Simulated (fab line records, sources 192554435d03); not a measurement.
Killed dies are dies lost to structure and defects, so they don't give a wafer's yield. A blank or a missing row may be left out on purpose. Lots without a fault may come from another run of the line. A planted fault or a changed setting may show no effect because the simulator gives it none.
fab line records | flow n5_finfet | part 1 of 2: steps 1 to 20 of 28
record lots=5 wafers=15 last_day=17
route steps=1938 shown MOL_CONTACT_COAG@610 BEOL_M0_SAQP@632
lots that met no fault: from a run of the same line without faults
start_h: hours from the record's first day to the start of the lot's first wafer shown | wait_h: hours since the lot's step before | " the same as in the row above | L1.1+2: a row that stands for several wafers | - no value, or no start given | * or withheld: withheld | < > ~ a bound
route shown NAME@n: a module of which the file shows steps, and the number in the route of the first | usual: mean/standard deviation of fault-free wafers | same: alike in all rows | chamber/n: place in a boat | sites: the reading at each site | _std_site: their standard deviation | _edge_site: outer sites' mean less inner sites' | radius_mm: how far each site lies from the wafer's centre | mask NAME#n: copy n | behind: the tool/chamber that last shaped the wafer | hold: why the lot was held/for how many hours/how that ended | device: the transistor (n, p or np) that didn't switch | end of line: the same wafers' tests at the end of the route | a step without rows: its recipe alone | killed: dies lost to structure and defects at the first sort, not the wafer's yield | map: a wafer's dies, x killed, . not, _ none there
set.NAME: the setting as run; set.NAME@STEP: as run at that earlier step | model.NAME: the simulator's own value behind a step, which no gauge read
lots at some steps of the route; a table a step, a row a wafer
services: from which hour (start_h, from the record's first day; less than 0 if before it) a tool's chamber was out of use, for how many hours, and why
## steps
# step N5_MOL_CONTACT_COAG_ETCH_67
# recipe chemistry=N2/H2 target=SOC target_depth_a=600 overetch_a=210 mask_material=SiARC temp_c=40 time_s=101.2 ion_energy_ev=200 pressure_mtorr=30 source_w=840 bias_w=150 n2_flow_sccm=200 h2_flow_sccm=200
# usual drypump_motor_current_A=5.6/0.45 oes_product_au=0.68/0.069 rf_vpp_V=524.4/2.5 showerhead_plenum_p_Torr=2.56/0.087 throttle_valve_pct=17.73/0.23
# columns lot.wafer tool chamber start_h wait_h drypump_motor_current_A oes_product_au rf_hours_counter_h rf_vpp_V showerhead_plenum_p_Torr throttle_valve_pct
L074.2 rie_diel-06 2 100.70 0.0 5.8 0.75 35 524.9 2.59 17.59
L074.5 " 3 " " 5.1 0.77 - 522.2 2.49 17.76
L074.6 " 2 " " 5.8 0.74 - 526.6 2.59 17.58
L084.3 rie_diel-06 1 164.00 0.0 6.4 0.76 19 527.0 2.71 17.63
L084.4 " 0 " " 5.2 0.60 199 525.0 2.62 17.56
L084.6 " 1 " " 6.4 0.76 - 529.4 2.72 17.65
L085.1 rie_diel-01 1 168.39 0.0 5.3 0.58 249 524.0 2.49 18.17
L085.3 " 2 " " 5.6 0.73 45 522.4 2.47 17.45
L085.5 " 2 " " 5.6 0.73 - 521.5 2.47 17.47
L087.1 rie_diel-01 2 186.82 0.0 5.6 0.72 54 522.2 2.47 17.49
L087.3 " 3 " " 6.1 0.57 254 522.0 2.52 18.28
L087.5 " 2 " " 5.6 0.72 - 522.1 2.47 17.48
L093.1 rie_diel-06 3 214.88 0.0 5.1 0.70 62 522.7 2.48 17.84
L093.3 " 1 " " 6.4 0.73 38 527.3 2.71 17.67
L093.4 " 0 " " 5.2 0.59 218 524.8 2.62 17.58
# step N5_MOL_CONTACT_COAG_STRIP_68
# recipe chemistry=N2/H2 temp_c=40 n2_flow_sccm=200 h2_flow_sccm=200 rf_frequency_hz=6e+07
# columns lot.wafer tool chamber start_h wait_h
L074.2+5+6 rie_diel-06 2,3,2 100.77 0.0
L084.3+4+6 rie_diel-06 1,0,1 164.07 0.0
L085.1+3+5 rie_diel-01 1,2,2 168.46 0.0
L087.1+3+5 rie_diel-01 2,3,2 186.89 0.0
L093.1+3+4 rie_diel-06 3,1,0 214.95 0.0
# step N5_MOL_CONTACT_COAG_STRIP_69
# recipe chemistry=N2/H2 temp_c=40 n2_flow_sccm=200 h2_flow_sccm=200 rf_frequency_hz=6e+07
# columns lot.wafer tool chamber start_h wait_h
L074.2+5+6 rie_diel-06 2,3,2 100.78 0.0
L084.3+4+6 rie_diel-06 1,0,1 164.08 0.0
L085.1+3+5 rie_diel-01 1,2,2 168.47 0.0
L087.1+3+5 rie_diel-01 2,3,2 186.90 0.0
L093.1+3+4 rie_diel-06 3,1,0 214.96 0.0
# step N5_MOL_CONTACT_COAG_ETCHBACK_136
# recipe chemistry=CHF3 target=SiO2 target_depth_a=250 time_s=16.7 ion_energy_ev=200 pressure_mtorr=30 source_w=610 bias_w=170 Ar_flow_sccm=200 CHF3_flow_sccm=50
# usual drypump_motor_current_A=5.6/0.44 oes_product_au=0.82/0.086 rf_vpp_V=516/14 showerhead_plenum_p_Torr=2.39/0.079 throttle_valve_pct=18.59/0.18
# columns lot.wafer tool chamber start_h wait_h drypump_motor_current_A oes_product_au rf_hours_counter_h rf_vpp_V showerhead_plenum_p_Torr throttle_valve_pct
L074.2 rie_diel-06 2 100.79 0.0 5.7 0.92 35 522 2.43 18.54
L074.5 " 3 " " 5.1 0.93 - 506 2.34 18.67
L074.6 " 2 " " 5.7 0.92 - 521 2.43 18.53
L084.3 rie_diel-06 1 164.09 0.0 6.3 0.92 19 504 2.51 18.51
L084.4 " 0 " " 5.2 0.72 199 506 2.47 18.55
L084.6 " 1 " " 6.3 0.92 - 503 2.51 18.49
L085.1 rie_diel-01 1 168.48 0.0 5.4 0.72 249 535 2.35 19.10
L085.3 " 2 " " 5.6 0.88 46 503 2.31 18.40
L085.5 " 2 " " 5.6 0.87 - 502 2.31 18.39
L087.1 rie_diel-01 2 186.91 0.0 5.6 0.86 54 503 2.31 18.42
L087.3 " 3 " " 6.1 0.70 254 530 2.31 18.72
L087.5 " 2 " " 5.6 0.86 - 502 2.31 18.42
L093.1 rie_diel-06 3 214.97 0.0 5.0 0.85 62 504 2.32 18.71
L093.3 " 1 " " 6.4 0.88 38 504 2.51 18.55
L093.4 " 0 " " 5.2 0.70 218 506 2.46 18.57
# step N5_MOL_CONTACT_COAG_STRIP_120
# recipe chemistry=CHF3 resist=SiARC rf_frequency_hz=6e+07
# columns lot.wafer tool chamber start_h wait_h
L074.2+5+6 rie_diel-06 2,3,2 100.81 0.0
L084.3+4+6 rie_diel-06 1,0,1 164.11 0.0
L085.1+3+5 rie_diel-01 1,2,2 168.51 0.0
L087.1+3+5 rie_diel-01 2,3,2 186.94 0.0
L093.1+3+4 rie_diel-06 3,1,0 215.00 0.0
# step N5_MOL_CONTACT_COAG_VIA_ETCH_117
# recipe chemistry=C4F6/O2 target_depth_a=400 overetch_a=80 mask_material=SOC target=SiO2 bias_w=455 pressure_mtorr=10 time_s=26 source_w=325 Ar_flow_sccm=300 C4F6_flow_sccm=10 O2_flow_sccm=10 ion_energy_ev=575.3 ends=end_point
# usual C4F6_flow_sccm=9.99/0.03 drypump_motor_current_A=5.6/0.44 oes_product_au=0.73/0.072 rf_vpp_V=1565/39 showerhead_plenum_p_Torr=2.85/0.092 throttle_valve_pct=40.7/0.47
# columns lot.wafer tool chamber start_h wait_h C4F6_flow_sccm drypump_motor_current_A oes_product_au rf_hours_counter_h rf_vpp_V showerhead_plenum_p_Torr throttle_valve_pct
L074.2 rie_diel-06 2 100.82 0.0 10.02 5.8 0.77 35 1581 2.89 40.5
L074.5 " 3 " " 9.99 5.1 0.82 - 1533 2.78 40.3
L074.6 " 2 " " 10.01 5.8 0.78 - 1581 2.89 40.5
L084.3 rie_diel-06 1 164.12 0.0 9.96 6.4 0.82 19 1530 2.99 40.3
L084.4 " 0 " " 10.01 5.2 0.65 199 1538 2.94 40.7
L084.6 " 1 " " 9.99 6.4 0.81 - 1531 2.99 40.3
L085.1 rie_diel-01 1 168.52 0.0 10.01 5.3 0.62 249 1612 2.79 41.2
L085.3 " 2 " " 9.97 5.6 0.78 46 1528 2.76 40.5
L085.5 " 2 " " 9.99 5.6 0.78 - 1528 2.76 40.5
L087.1 rie_diel-01 2 186.95 0.0 9.95 5.6 0.77 54 1528 2.76 40.5
L087.3 " 3 " " 9.99 6.1 0.61 254 1603 2.76 41.4
L087.5 " 2 " " 9.97 5.6 0.78 - 1529 2.76 40.5
L093.1 rie_diel-06 3 215.01 0.0 10.01 5.0 0.76 62 1530 2.76 40.4
L093.3 " 1 " " 10.00 6.4 0.78 38 1530 2.98 40.4
L093.4 " 0 " " 9.95 5.2 0.64 218 1537 2.93 40.7
# step N5_MOL_CONTACT_COAG_ETCH_124
# recipe chemistry=CH3F/O2 target=SiNx target_depth_a=65 mask_material=SOC stop_on=SiOC over_etch_frac=0.3 ion_energy_ev=120 pressure_mtorr=30 source_w=395 bias_w=73 Ar_flow_sccm=150 CH3F_flow_sccm=30 O2_flow_sccm=20 ends=end_point
# usual drypump_motor_current_A=5.6/0.44 oes_product_au=0.70/0.07 rf_vpp_V=293/7.7 showerhead_plenum_p_Torr=2.01/0.067 throttle_valve_pct=16.19/0.18
# same over_etch_frac=0.3
# columns lot.wafer tool chamber start_h wait_h drypump_motor_current_A oes_product_au rf_hours_counter_h rf_vpp_V showerhead_plenum_p_Torr throttle_valve_pct
L074.2 rie_diel-06 2 100.85 0.0 5.8 0.75 35 297 2.04 16.09
L074.5 " 3 " " 5.0 0.79 - 288 1.96 16.19
L074.6 " 2 " " 5.8 0.76 - 297 2.04 16.09
L084.3 rie_diel-06 1 164.15 0.0 6.3 0.78 19 287 2.11 16.04
L084.4 " 0 " " 5.2 0.62 199 287 2.08 16.19
L084.6 " 1 " " 6.3 0.78 - 287 2.11 16.05
L085.1 rie_diel-01 1 168.54 0.0 5.3 0.59 249 301 1.96 16.68
L085.3 " 2 " " 5.6 0.75 46 287 1.95 16.06
L085.5 " 2 " " 5.6 0.75 - 285 1.95 16.05
L087.1 rie_diel-01 2 186.98 0.0 5.6 0.73 54 287 1.94 16.06
L087.3 " 3 " " 6.1 0.59 254 301 1.94 16.36
L087.5 " 2 " " 5.6 0.73 - 286 1.94 16.08
L093.1 rie_diel-06 3 215.03 0.0 5.0 0.73 62 285 1.95 16.29
L093.3 " 1 " " 6.3 0.75 38 288 2.11 16.11
L093.4 " 0 " " 5.2 0.61 218 289 2.07 16.18
# step N5_MOL_CONTACT_COAG_ETCH_48
# recipe chemistry=C4F6/O2 target_depth_a=150 overetch_a=45 mask_material=SOC target=SiOC bias_w=465 pressure_mtorr=10 time_s=17 source_w=335 Ar_flow_sccm=300 C4F6_flow_sccm=10 O2_flow_sccm=10 ion_energy_ev=576
# usual C4F6_flow_sccm=10.001/0.028 drypump_motor_current_A=5.6/0.45 oes_product_au=0.70/0.077 rf_vpp_V=1567/39 showerhead_plenum_p_Torr=2.85/0.092 throttle_valve_pct=40.2/0.45
# columns lot.wafer tool chamber start_h wait_h C4F6_flow_sccm drypump_motor_current_A oes_product_au rf_hours_counter_h rf_vpp_V showerhead_plenum_p_Torr throttle_valve_pct
L074.2 rie_diel-06 2 100.89 0.0 9.984 5.8 0.82 35 1588 2.89 40.1
L074.5 " 3 " " 10.034 5.1 0.81 - 1535 2.78 40.0
L074.6 " 2 " " 9.961 5.8 0.80 - 1585 2.89 40.1
L084.3 rie_diel-06 1 164.19 0.0 10.042 6.4 0.80 19 1533 2.99 39.9
L084.4 " 0 " " 9.989 5.2 0.61 199 1541 2.94 40.2
L084.6 " 1 " " 10.037 6.4 0.70 - 1533 2.99 39.9
L085.1 rie_diel-01 1 168.58 0.0 9.992 5.3 0.59 249 1615 2.79 40.8
L085.3 " 2 " " 9.938 5.6 0.75 46 1530 2.76 40.0
L085.5 " 2 " " 9.982 5.6 0.73 - 1530 2.76 40.0
L087.1 rie_diel-01 2 187.02 0.0 10.021 5.6 0.78 54 1531 2.76 40.0
L087.3 " 3 " " 9.998 6.1 0.60 254 1605 2.75 40.9
L087.5 " 2 " " 10.014 5.6 0.74 - 1531 2.76 40.0
L093.1 rie_diel-06 3 215.07 0.0 10.015 5.1 0.72 62 1533 2.76 40.0
L093.3 " 1 " " 10.023 6.3 0.77 38 1530 2.98 39.9
L093.4 " 0 " " 10.008 5.2 0.59 218 1539 2.93 40.2
# step N5_MOL_CONTACT_COAG_STRIP_72
# recipe chemistry=N2/H2 power_w=450 temp_c=40 pressure_mtorr=20 rf_frequency_hz=6e+07 overash_fraction=3 bias_power_w=7 h2_frac=0.5 n2_flow_sccm=200 h2_flow_sccm=200
# usual drypump_motor_current_A=5.6/0.44 oes_product_au=0.82/0.085 rf_vpp_V=59.1/1.9 showerhead_plenum_p_Torr=2.56/0.087 throttle_valve_pct=23.5/0.34
# columns lot.wafer tool chamber start_h wait_h drypump_motor_current_A oes_product_au rf_hours_counter_h rf_vpp_V showerhead_plenum_p_Torr throttle_valve_pct
L074.2 rie_diel-06 2 100.94 0.0 5.8 0.88 35 56.0 2.59 23.4
L074.5 " 3 " " 5.0 0.95 - 57.8 2.49 23.6
L074.6 " 2 " " 5.8 0.89 - 58.6 2.59 23.4
L084.3 rie_diel-06 1 164.25 0.0 6.4 0.91 19 59.6 2.71 23.4
L084.4 " 0 " " 5.2 0.73 199 59.4 2.62 23.2
L084.6 " 1 " " 6.3 0.91 - 62.0 2.71 23.4
L085.1 rie_diel-01 1 168.64 0.0 5.3 0.69 249 57.6 2.49 24.0
L085.3 " 2 " " 5.6 0.86 46 59.8 2.46 23.1
L085.5 " 2 " " 5.6 0.88 - 58.2 2.46 23.2
L087.1 rie_diel-01 2 187.07 0.0 5.6 0.86 54 55.2 2.46 23.1
L087.3 " 3 " " 6.1 0.69 254 62.5 2.51 24.4
L087.5 " 2 " " 5.6 0.85 - 58.7 2.46 23.2
L093.1 rie_diel-06 3 215.13 0.0 5.1 0.87 62 58.5 2.47 23.6
L093.3 " 1 " " 6.4 0.86 38 63.2 2.70 23.4
L093.4 " 0 " " 5.2 0.70 218 59.2 2.61 23.2
# step N5_MOL_CONTACT_COAG_STRIP_49
# recipe chemistry=N2/H2 time_s=30 power_w=1000 temp_c=250 pressure_mtorr=withheld n2_flow_sccm=1750 h2_flow_sccm=3250
# usual drypump_motor_current_A=5.4/0.36 heater_power_w=334/39
# columns lot.wafer tool chamber start_h wait_h drypump_motor_current_A heater_power_w rf_hours_counter_h
L074.2 plasma_asher-01 1 101.03 - 5.4 366 40
L074.5 " 0 " " 5.6 391 -
L074.6 " 1 " " 5.4 364 -
L084.3 plasma_asher-02 0 164.35 - 5.8 308 -
L084.4 " 1 " " 4.9 294 -
L084.6 " 1 " " 4.9 294 -
L085.1 plasma_asher-02 0 168.73 - 5.8 304 106
L085.3 " 1 " " 4.9 301 -
L085.5 " 1 " " 4.9 303 -
L087.1 plasma_asher-02 0 187.15 - 5.8 304 110
L087.3 " 0 " " 5.8 298 -
L087.5 " 0 " " 5.8 304 -
L093.1 plasma_asher-02 0 215.21 - 5.8 304 115
L093.3 " 0 " " 5.8 297 -
L093.4 " 1 " " 4.9 298 -
# step N5_MOL_CONTACT_COAG_PRECLEAN_138
# recipe chemistry=alkaline_clean temp_c=60 time_s=60 do_ppb=50
# columns lot.wafer tool chamber start_h wait_h
L074.2+5+6 wet_bench-02 2,1,0 101.11 0.1
L084.3+4+6 wet_bench-02 2,5,3 164.41 0.0
L085.1+3+5 wet_bench-03 4,5,6 168.81 0.1
L087.1+3+5 wet_bench-03 0,4,6 187.24 0.1
L093.1+3+4 wet_bench-02 3,4,5 215.30 0.1
# step N5_MOL_CONTACT_COAG_SRD_139
# recipe dry=ipa_marangoni time_s=30 temp_c=23 rinse_liquid=diw
# columns lot.wafer tool chamber start_h wait_h
L074.2+5+6 wet_bench-02 2,1,0 101.13 0.0
L084.3+4+6 wet_bench-02 2,5,3 164.43 0.0
L085.1+3+5 wet_bench-03 4,5,6 168.84 0.0
L087.1+3+5 wet_bench-03 0,4,6 187.26 0.0
L093.1+3+4 wet_bench-02 3,4,5 215.32 0.0
# step N5_MOL_CONTACT_COAG_CD_MEAS_101
# recipe target_cd_nm=16
# usual cd_nm=16.0/0.38
# columns lot.wafer tool chamber start_h wait_h cd_nm
L074.2 cd_sem-01 - 101.17 0.0 16.0
L074.5 " - " " 15.6
L074.6 " - " " 16.6
L084.3 cd_sem-01 - 164.48 0.0 16.0
L084.4 " - " " 16.2
L084.6 " - " " 15.9
L085.1 cd_sem-01 - 168.88 0.0 15.1
L085.3 " - " " 15.9
L085.5 " - " " 15.5
L087.1 cd_sem-01 - 187.30 0.0 16.3
L087.3 " - " " 16.0
L087.5 " - " " 15.9
L093.1 cd_sem-02 - 215.36 0.0 15.7
L093.3 " - " " 15.9
L093.4 " - " " 16.5
# step N5_MOL_CONTACT_COAG_PRE_CLEAN_121
# recipe gas=H2/He time_s=* temp_c=withheld
# columns lot.wafer tool chamber start_h wait_h
L074.2+5+6 cvd_w-02 1,0,1 101.21 0.0
L084.3+4+6 cvd_w-01 1,0,0 164.55 0.1
L085.1+3+5 cvd_w-02 1 168.92 0.0
L087.1+3+5 cvd_w-02 0,0,1 187.34 0.0
L093.1+3+4 cvd_w-02 0,1,0 215.40 0.0
# step N5_MOL_CONTACT_COAG_CVD_140
# recipe material=W target_thk_a=665 mode=selective_fill temp_c=300 time_s=215
# usual heater_power_outer_w=259/16 heater_power_w=485/19
# columns lot.wafer tool chamber start_h wait_h heater_power_outer_w heater_power_w
L074.2 cvd_w-02 1 101.30 0.1 229 482
L074.5 " 0 " " 267 500
L074.6 " 1 " " 235 467
L084.3 cvd_w-01 1 164.69 0.1 272 486
L084.4 " 0 " " 268 481
L084.6 " 0 " " 265 483
L085.1 cvd_w-02 1 169.01 0.1 233 465
L085.3 " 1 " " 234 476
L085.5 " 1 " " 238 474
L087.1 cvd_w-02 0 187.43 0.1 267 505
L087.3 " 0 " " 272 518
L087.5 " 1 " " 232 449
L093.1 cvd_w-02 0 215.49 0.1 270 499
L093.3 " 1 " " 232 459
L093.4 " 0 " " 264 496
# step N5_MOL_CONTACT_COAG_PRECLEAN_127
# recipe chemistry=DIW time_s=57.5 temp_c=23
# columns lot.wafer tool chamber start_h wait_h
L074.2+5+6 wet_bench-03 7,6,0 101.57 0.2
L084.3+4+6 wet_bench-02 5,0,4 164.88 0.1
L085.1+3+5 wet_bench-05 7,1,2 169.28 0.2
L087.1+3+5 wet_bench-02 3,6,5 187.70 0.2
L093.1+3+4 wet_bench-03 3,5,1 215.76 0.2
# step N5_MOL_CONTACT_COAG_SRD_128
# recipe dry_time_s=32 dry=n2_spin spin_rpm=1500
# columns lot.wafer tool chamber start_h wait_h
L074.2+5+6 wet_bench-03 7,6,0 101.59 0.0
L084.3+4+6 wet_bench-02 5,0,4 164.89 0.0
L085.1+3+5 wet_bench-05 7,1,2 169.30 0.0
L087.1+3+5 wet_bench-02 3,6,5 187.72 0.0
L093.1+3+4 wet_bench-03 3,5,1 215.78 0.0
# step N5_MOL_CONTACT_COAG_CMP_52
# recipe stop_on=SiO2 t_overpolish_s=1.5 post_cmp_clean=w_dilute_nh4oh down_force_psi=4 platen_rpm=50.289 pad_velocity_m_s=1.0006 target_thk_nm=66.5
# usual motor_current_A=11.6/1 overpolish_run_s=1.498/0.0085 retaining_ring_pressure_frac=1.000/0.0052 time_to_endpoint_s=15.4/2.7
# columns lot.wafer tool chamber start_h wait_h motor_current_A overpolish_run_s retaining_ring_pressure_frac time_to_endpoint_s
L074.2 cmp-03 2 101.66 0.1 11.4 1.487 0.993 19.8
L074.5 " 1 " " 11.6 1.506 0.998 18.7
L074.6 " 2 " " 10.9 1.488 1.003 20.7
L084.3 cmp-03 3 164.96 0.1 11.9 1.503 0.996 16.2
L084.4 " 1 " " 10.9 1.515 0.998 15.1
L084.6 " 3 " " 12.4 1.505 1.005 16.8
L085.1 cmp-04 1 169.37 0.1 12.0 1.505 1.010 18.1
L085.3 " 2 " " 11.9 1.498 1.004 14.8
L085.5 " 0 " " 11.9 1.503 0.998 16.8
L087.1 cmp-03 1 187.83 0.1 10.8 1.504 1.009 16.0
L087.3 " 2 " " 11.2 1.495 0.993 15.2
L087.5 " 3 " " 11.7 1.496 0.996 16.3
L093.3 cmp-03 2 215.85 0.1 11.5 1.500 1.005 13.4
L093.4 " 3 " " 12.9 1.506 1.006 16.3
L093.1 " 0 " " 10.2 1.500 0.999 15.7
# step N5_MOL_CONTACT_COAG_THK_MEAS_53
# recipe reads=SiO2_of_MOL_CONTACT_COAG_PECVD_31
# usual VIA_MOL_THK=43.7/0.68
# columns lot.wafer tool chamber start_h wait_h VIA_MOL_THK[nm]
L074.2 film_metro-02 - 101.92 - 43.0
L074.5 " - " " 43.1
L074.6 " - " " 44.0
L084.3 film_metro-02 - 165.22 - 43.5
L084.4 " - " " 44.1
L084.6 " - " " 43.9
L085.1 film_metro-01 - 169.62 - 43.7
L085.3 " - " " 42.7
L085.5 " - " " 44.6
L087.1 film_metro-01 - 188.05 - 43.6
L087.3 " - " " 43.8
L087.5 " - " " 44.9
L093.1 film_metro-01 - 216.11 - 42.7
L093.3 " - " " 43.1
L093.4 " - " " 43.5
# step N5_MOL_CONTACT_COAG_ANNEAL_112
# recipe temp_c=400 time_s=1800 ambient=HPD2 pressure_atm=10
# usual wafer_temp_C_max=403.3/0.56 zone_power_top_pct=19.97/0.2
# columns lot.wafer tool chamber start_h wait_h wafer_temp_C_max zone_power_top_pct
L074.2 hp_anneal-01 0 101.95 0.0 403.3 19.57
L074.5 " 0 " " 402.4 20.36
L074.6 " 0 " " 403.1 19.86
L084.3 hp_anneal-01 0 165.25 0.0 402.7 20.06
L084.4 " 0 " " 403.7 20.24
L084.6 " 0 " " 402.9 20.27
L085.1 hp_anneal-01 0 169.65 0.0 402.2 19.80
L085.3 " 0 " " 404.2 19.71
L085.5 " 0 " " 402.7 20.11
L087.1 hp_anneal-01 0 188.07 0.0 403.6 20.10
L087.3 " 0 " " 403.0 19.49
L087.5 " 0 " " 403.5 20.08
L093.1 hp_anneal-01 0 216.13 0.0 402.8 20.00
L093.3 " 0 " " 402.7 20.03
L093.4 " 0 " " 403.1 20.14
